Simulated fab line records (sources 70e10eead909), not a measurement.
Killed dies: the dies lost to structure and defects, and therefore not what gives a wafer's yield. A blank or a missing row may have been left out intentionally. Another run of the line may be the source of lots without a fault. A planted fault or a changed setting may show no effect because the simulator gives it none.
fab line records	flow nand-harc
[record] lots = 6	wafers = 18	last-day = 32
route steps=1302 shown A_WL_FILL@956
lots that met no fault: from a run of the same line without faults
start-h: the number of hours between the record's first day and the start of the first shown wafer of the lot	wait-h: hours elapsed since this lot's preceding step	" repeats the value in the row above	L1.1+2: one row covering several wafers at once	- value missing, or start not given	* or withheld: withheld	< > ~ a bound
route shown NAME@n: a module of which the file shows steps, and the number in the route of the first	usual: mean and standard deviation over wafers with no fault	same: alike in all rows	chamber/n: place in a boat	sites: the reading at each site	_std_site: standard deviation of those values	_edge_site: outer sites' mean less inner sites'	radius-mm: for every site, how far away it sits from the centre of the wafer	mask NAME#n: copy n	behind: the most recent tool/chamber to have shaped the wafer	hold: the reason the lot was held/the length of the hold in hours/how it ended	device: whichever transistor did not switch (one of n, p or np)	end of line: at the end of the route, the tests of the same wafers	where a step has no rows: the recipe by itself	killed: the dies lost at the first sort to structure and to defects; this is not the yield of the wafer	map: a wafer's dies, x killed, . not, _ none there
set.NAME: the run value of the setting; set.NAME@STEP: its run value at that earlier step	model.NAME: the simulator's own value behind a step, which no gauge read
a table for each step, a row for each wafer; lots at some steps of the route
services: a tool's chamber out of use, with start hour (start-h, from the record's first day; less than 0 if before it), hours out, and reason
[[steps]]
[step NHARC_A_WL_FILL_CVD_03]
[recipe] target-thk-a = 400	temp-c = 300	pressure-torr = 40	wf6-flow-sccm = 40	h2-flow-sccm = 1600	ar-flow-sccm = 1560	time-s = 279	material = W
[step NHARC_A_WL_FILL_ETCHBACK_04]
[recipe] target-depth-a = 600	time-s = 120	chemistry = NF3
[usual] drypump-motor-current-A = 5.76/0.13	oes-product-au = 0.998/0.013	run-length-s = 141.3/0.53
lot.wafer	tool	chamber	start-h	wait-h	drypump-motor-current-A	oes-product-au	rf-hours-counter-h	run-length-s
L919.1	rie-metal-02	0	490.97	0.4	5.71	1.016	0.4	141.9
L919.6	"	1	"	"	5.79	1.009	-	140.8
L919.5	"	0	"	"	5.70	1.016	-	142.3
L922.4	rie-metal-02	1	532.62	0.2	5.81	0.993	-	140.9
L922.3	"	0	"	"	5.69	1.005	-	142.3
L922.6	"	1	"	"	5.83	0.997	-	140.6
L923.2	rie-metal-02	0	549.56	0.3	5.69	1.003	1.4	142.2
L923.3	"	0	"	"	5.70	1.017	-	142.1
L923.6	"	0	"	"	5.71	1.016	-	142.4
L925.2	rie-metal-03	0	583.50	0.3	5.59	0.990	1.0	141.8
L925.4	"	0	"	"	5.59	0.988	-	141.5
L925.5	"	0	"	"	5.57	0.990	-	141.9
L930.1	rie-metal-03	1	604.09	0.4	5.64	1.004	1.3	140.8
L930.4	"	0	"	"	5.57	0.988	-	141.5
L930.5	"	0	"	"	5.59	0.996	-	141.6
L935.2	rie-metal-03	1	661.75	0.3	5.65	0.992	2.1	140.7
L935.6	"	1	"	"	5.64	0.993	-	140.9
L935.5	"	0	"	"	5.59	0.978	-	141.6
[step NHARC_A_WL_FILL_ETCHBACK_05]
[recipe] target-depth-a = 220	time-s = 60	temp-c = 40	chemistry = Cl2/BCl3
[usual] drypump-motor-current-A = 5.77/0.13	oes-product-au = 0.998/0.012	run-length-s = 81.3/0.49
lot.wafer	tool	chamber	start-h	wait-h	drypump-motor-current-A	oes-product-au	rf-hours-counter-h	run-length-s
L919.1	rie-metal-02	0	491.20	0.2	5.73	1.018	0.6	82.0
L919.5	"	1	"	"	5.81	1.000	-	80.6
L919.6	"	0	"	"	5.73	1.023	-	82.5
L922.3	rie-metal-02	1	532.83	0.1	5.81	0.997	-	80.7
L922.4	"	0	"	"	5.70	1.017	-	81.9
L922.6	"	0	"	"	5.69	1.016	-	82.1
L923.2	rie-metal-02	1	549.77	0.2	5.82	0.996	1.6	81.1
L923.3	"	1	"	"	5.81	0.997	-	80.7
L923.6	"	0	"	"	5.72	1.005	-	82.5
L925.2	rie-metal-03	0	583.73	0.2	5.60	0.986	1.1	81.5
L925.4	"	0	"	"	5.60	0.988	-	81.8
L925.5	"	1	"	"	5.65	1.000	-	80.7
L930.1	rie-metal-03	1	604.30	0.2	5.63	0.989	1.5	81.0
L930.4	"	0	"	"	5.58	0.971	-	81.4
L930.5	"	1	"	"	5.64	0.995	-	81.4
L935.2	rie-metal-03	1	662.00	0.2	5.68	0.993	2.3	80.8
L935.5	"	0	"	"	5.59	0.985	-	81.5
L935.6	"	1	"	"	5.60	0.997	-	80.8
[step NHARC_A_WL_FILL_STRIP_27]
[recipe] power-w = 1500	temp-c = 250	time-s = 20	chemistry = N2/H2
[usual] drypump-motor-current-A = 5.9/0.33	heater-power-w = 340/20
lot.wafer	tool	chamber	start-h	wait-h	drypump-motor-current-A	heater-power-w	rf-hours-counter-h
L919.1	plasma-asher-01	0	491.34	0.1	5.7	360	33
L919.5	"	1	"	"	6.4	355	-
L919.6	"	0	"	"	5.7	358	-
L922.3	plasma-asher-01	0	532.98	0.1	5.7	325	-
L922.4	"	1	"	"	6.4	343	-
L922.6	"	1	"	"	6.3	356	-
L923.2	plasma-asher-02	1	549.91	0.1	5.5	363	23
L923.3	"	1	"	"	5.5	366	-
L923.6	"	0	"	"	5.8	310	-
L925.2	plasma-asher-01	0	583.87	0.1	5.7	325	11
L925.4	"	0	"	"	5.7	324	-
L925.5	"	0	"	"	5.7	329	-
L930.1	plasma-asher-02	1	604.46	0.1	5.6	357	32
L930.4	"	0	"	"	5.8	316	-
L930.5	"	0	"	"	5.8	304	-
L935.2	plasma-asher-02	0	662.15	0.1	5.8	321	7
L935.6	"	1	"	"	5.5	368	-
L935.5	"	0	"	"	5.8	309	-
[step NHARC_A_WL_FILL_STRIP_28]
[recipe] time-s = 1200	temp-c = 72.5	chemistry = post-etch-residue-remover
[step NHARC_A_WL_FILL_PRECLEAN_06]
[recipe] time-s = 300	chemistry = DIW
[step NHARC_A_WL_FILL_SRD_07]
[step NHARC_A_WL_FILL_ANNEAL_08]
[recipe] temp-c = 450	time-s = 1800
[step NHARC_A_WL_FILL_ALD_10]
[recipe] target-thk-a = 500	pulse-time-s = 10	ald-cycles = 500	temp-c = 300	material = SiO2
[usual] heater-power-w = 460/48	precursor-pulse-height-rel = 0.998/0.019
lot.wafer	tool	chamber	start-h	wait-h	heater-power-w	precursor-pulse-height-rel
L919.1	ald-hk-01	3	503.93	1.6	433	0.975
L919.6	"	0	"	"	478	0.965
L919.5	"	1	"	"	398	1.002
L922.4	ald-hk-01	0	539.69	0.1	478	0.992
L922.3	"	2	540.73	1.1	361	1.017
L922.6	"	0	541.77	2.2	487	1.009
L923.3	ald-hk-02	0	556.46	1.1	416	1.018
L923.2	"	1	"	"	529	0.986
L923.6	"	3	558.00	2.6	423	1.020
L925.2	ald-hk-01	3	589.29	0.6	435	0.997
L925.4	"	0	"	"	486	0.981
L925.5	"	2	590.82	2.1	366	0.983
L930.1	ald-hk-01	0	610.21	0.6	477	0.993
L930.4	"	2	611.24	1.6	366	0.974
L930.5	"	0	612.28	2.7	483	1.004
L935.2	ald-hk-02	0	670.04	0.6	427	0.995
L935.6	"	3	671.61	2.1	416	0.996
L935.5	"	0	"	"	426	1.020
[step NHARC_A_WL_FILL_ETCHBACK_16]
[recipe] target-depth-a = 1200	time-s = 24	c4f8-flow-sccm = withheld	o2-flow-sccm = 8	ar-flow-sccm = withheld	rf-w = 600	bias-w = 800	chemistry = C4F8/O2/Ar
[usual] oes-product-au = 0.979/0.028	rf-vpp-V = 724/4.4	run-length-s = 45.6/0.42
lot.wafer	tool	chamber	start-h	wait-h	oes-product-au	rf-hours-counter-h	rf-vpp-V	run-length-s
L919.1	rie-diel-13	1	-	-	0.989	10.8	726	46.3
L919.5	"	1	"	"	0.993	-	727	46.0
L919.6	"	0	"	"	1.007	-	716	45.5
L922.3	rie-diel-06	0	-	-	0.898	1.1	717	45.2
L922.4	"	1	"	"	0.918	0.8	725	46.4
L922.6	"	0	"	"	0.907	-	717	45.3
L923.2	rie-diel-13	1	-	-	0.966	1.5	726	45.9
L923.3	"	3	"	"	0.971	2.0	730	45.7
L923.6	"	1	"	"	0.954	-	726	46.1
L925.2	rie-diel-06	3	-	-	0.924	2.4	722	45.8
L925.5	"	1	"	"	0.931	-	724	45.6
L925.4	"	2	"	"	0.910	-	729	44.8
L930.1	rie-diel-02	2	-	-	0.988	0.4	730	45.6
L930.4	"	3	"	"	1.003	0.4	725	45.1
L930.5	"	2	"	"	0.985	-	730	45.9
L935.2	rie-diel-13	3	-	-	0.997	9.5	729	45.5
L935.6	"	0	"	"	0.996	-	715	45.8
L935.5	"	1	"	"	0.987	-	726	46.6
[step NHARC_A_WL_FILL_STRIP_29]
[recipe] time-s = 20	o2-flow-sccm = 500	ar-flow-sccm = 0	bias-w = 0	chemistry = O2
[step NHARC_A_WL_FILL_ETCHBACK_17]
[recipe] target-depth-a = 40	time-s = 26.7	chemistry = Cl2/BCl3
[usual] drypump-motor-current-A = 5.75/0.14	oes-product-au = 0.998/0.012	run-length-s = 48.0/0.48
lot.wafer	tool	chamber	start-h	wait-h	drypump-motor-current-A	oes-product-au	rf-hours-counter-h	run-length-s
L919.1	rie-metal-03	0	507.22	-	5.59	0.994	3.2	48.1
L919.6	"	0	"	"	5.60	0.994	-	48.0
L919.5	"	1	"	"	5.65	0.997	-	47.8
L922.3	rie-metal-01	0	544.59	-	5.92	0.980	-	47.8
L922.4	"	1	"	"	5.94	0.992	-	39.3
L922.6	"	1	"	"	5.93	1.004	-	39.3
L923.2	rie-metal-01	1	560.28	-	5.97	0.997	-	48.0
L923.3	"	1	"	"	5.96	1.012	-	47.7
L923.6	"	1	"	"	5.96	1.000	-	39.7
L925.2	rie-metal-02	1	593.63	-	5.79	1.010	2.4	47.3
L925.4	"	1	"	"	5.82	1.008	-	47.3
L925.5	"	1	"	"	5.82	1.001	-	47.7
L930.1	rie-metal-02	1	614.54	-	5.79	1.007	2.7	47.2
L930.4	"	0	"	"	5.69	1.014	-	48.8
L930.5	"	0	"	"	5.72	1.015	-	48.6
L935.2	rie-metal-01	0	674.42	-	5.91	0.976	1.7	47.6
L935.5	"	1	"	"	5.94	1.003	-	48.0
L935.6	"	0	"	"	5.90	0.990	-	47.9
[step NHARC_A_WL_FILL_PRECLEAN_18]
[recipe] time-s = 30	chemistry = dHF
[[services]]
tool	chamber	start-h	hours	kind
ald-hk-01	-	474.15	10.0	pm
rie-diel-06	0	475.36	7.9	repair
rie-diel-13	3	482.03	2.2	repair
rie-diel-06	-	484.20	9.0	pm
rie-diel-13	2	492.94	17.1	repair
rie-diel-06	1	503.32	3.4	repair
rie-metal-03	1	515.24	8.7	repair
rie-metal-03	-	519.00	9.0	pm
plasma-asher-01	-	519.25	9.0	pm
rie-diel-13	-	519.26	9.0	pm
plasma-asher-02	-	527.39	2.7	repair
rie-diel-06	1	533.15	6.4	repair
rie-metal-01	0	559.24	16.4	repair
ald-hk-01	-	561.24	0.2	repair
rie-metal-01	-	575.00	9.0	pm
plasma-asher-02	-	575.22	0.5	repair
plasma-asher-01	-	585.62	1.5	repair
rie-diel-06	0	592.27	3.4	repair
plasma-asher-02	-	614.51	3.7	repair
plasma-asher-02	-	621.29	9.0	pm
rie-metal-02	-	631.00	9.0	pm
rie-metal-01	-	645.56	0.4	repair
ald-hk-01	-	652.15	10.0	pm
rie-diel-13	2	669.42	3.1	repair
[[key]]
[first-sign] step = NHARC_A_WL_FILL_ETCHBACK_17	reading = run-length-s	direction = down	sigmas = 18	usual = *	struck = *
effect none on later readings
met-at NHARC_A_WL_FILL_ETCHBACK_17
struck-wafers L922.4,L922.6,L923.6
later-rows-left-out L922.4,L922.6,L923.6
sort-left-out L922.4,L922.6,L923.6
tester-left-out L922,L923
[fault] kind = process-parameter-drift	tool = rie-metal-01	chamber = -	onset-h = 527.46	steps = NHARC_A_WL_FILL_ETCHBACK_17	channel = time-s	offset = *	shape = step	end-h = 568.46	scope = struck-wafers-only	acts-in = *	stated = *
// tester-left-out: of these lots the tester's yield and bins aren't shown, on N5 and GAA mostly nor the transistor test; their killed dies are dies lost to structure and defects alone, not to doping, threshold or leakage, so they don't give the yield
// sort-left-out: the simulated sort isn't trusted on such a fault, so these wafers' sort isn't shown, and their yield isn't known
// later-rows-left-out: the simulator's readings of these wafers behind a module that went badly wrong aren't trusted and aren't shown, but for the sort
